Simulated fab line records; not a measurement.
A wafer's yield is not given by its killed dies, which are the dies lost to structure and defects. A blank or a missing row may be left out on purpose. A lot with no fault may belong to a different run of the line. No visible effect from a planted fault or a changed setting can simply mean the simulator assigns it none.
Matching of chambers | flow nand-harc | NHARC_P_CONTACT_ALD_22 on ald-metal-04: 4 sister chambers
The step deposits TiN, target thk 3 nm, pulse time 1 s, ald cycles 150. 22 wafers are shown with their chamber, then 11 later ones without.

== WAFERS, EACH WITH ITS CHAMBER ==
wafer  | chamber | heater-power-w (W) | precursor-pulse-height-rel | susceptor-temp-C (C)
L076.3 | 0       | 1325               | 1.026                      | 449.98
L076.4 | 3       | 1064               | 1.002                      | 449.82
L076.6 | 2       | 944                | 1.026                      | 449.53
L077.4 | 1       | 960                | 1.001                      | 450.21
L077.5 | 1       | 990                | 1.008                      | 449.91
L077.6 | 0       | 1317               | 0.941                      | 449.68
L079.3 | 0       | 1311               | 0.985                      | 449.87
L079.4 | 3       | 1043               | 0.985                      | 450.19
L079.5 | 2       | 946                | 1.050                      | 449.88
L082.1 | 0       | 1320               | 1.039                      | 450.21
L082.3 | 3       | 1054               | 0.964                      | 450.05
L082.5 | 1       | 993                | 1.010                      | 449.93
L083.1 | 1       | 992                | 0.973                      | 450.54
L083.2 | 2       | 945                | 0.965                      | 450.21
L083.6 | 2       | 979                | 0.995                      | 450.33
L084.1 | 1       | 1016               | 0.981                      | 450.26
L084.5 | 2       | 948                | 1.005                      | 450.34
L084.6 | 1       | 983                | 0.976                      | 449.82
L085.3 | 0       | 1312               | 1.035                      | 449.98
L085.5 | 3       | 1026               | 0.980                      | 449.56
L085.6 | 2       | 938                | 1.026                      | 449.51
L087.1 | 1       | 967                | 0.995                      | 450.15

SIGNATURES (means of the wafers above)
reading                    | chamber 0 | chamber 1 | chamber 2 | chamber 3 | scatter within a chamber
heater-power-w             | 1317.00   | 985.86    | 950.00    | 1046.75   | 15
precursor-pulse-height-rel | 1.00520   | 0.99200   | 1.01117   | 0.98275   | 0.0274
susceptor-temp-C           | 449.9440  | 450.1171  | 449.9667  | 449.9050  | 0.288
Rule: distance of a wafer from a chamber = root of the sum over the readings of ((wafer's reading minus chamber's mean) / reading's scatter) squared. The wafer belongs to the nearest chamber; if the next one is less than 2 further off, it can't be placed. The scatter: take each reading less its chamber's mean, square it, sum over the shown wafers, divide by the number of wafers less the number of chambers, and take the root.

== WAFERS WHOSE CHAMBER IS MISSING ==
wafer  | heater-power-w (W) | precursor-pulse-height-rel | susceptor-temp-C (C)
L087.5 | 1320               | 0.999                      | 450.19
L087.6 | 1050               | 0.985                      | 449.93
L094.3 | 1341               | 0.984                      | 450.09
L094.4 | 988                | 1.002                      | 450.02
L094.6 | 1335               | 1.017                      | 449.86
L095.3 | 1013               | 1.015                      | 449.83
L095.5 | 1319               | 1.038                      | 450.14
L095.6 | 1051               | 0.998                      | 449.94
L097.3 | 964                | 0.999                      | 450.10
L097.4 | 975                | 0.998                      | 450.15
L097.5 | 1043               | 1.012                      | 450.11

== EACH ONE'S CHAMBER ==
wafer  | from the rows above     | in truth
L087.5 | 0                       | 0
L087.6 | 3                       | 3
L094.3 | 0                       | 0
L094.4 | 1                       | 1
L094.6 | 0                       | 0
L095.3 | can't be placed: 1 or 3 | 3
L095.5 | 0                       | 0
L095.6 | 3                       | 3
L097.3 | can't be placed: 2 or 1 | 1
L097.4 | can't be placed: 1 or 2 | 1
L097.5 | 3                       | 3
Placed correctly: 8 of 11. From these rows, 3 cannot be placed; in 3 the true chamber is one of the candidates. 0 placed wrongly.
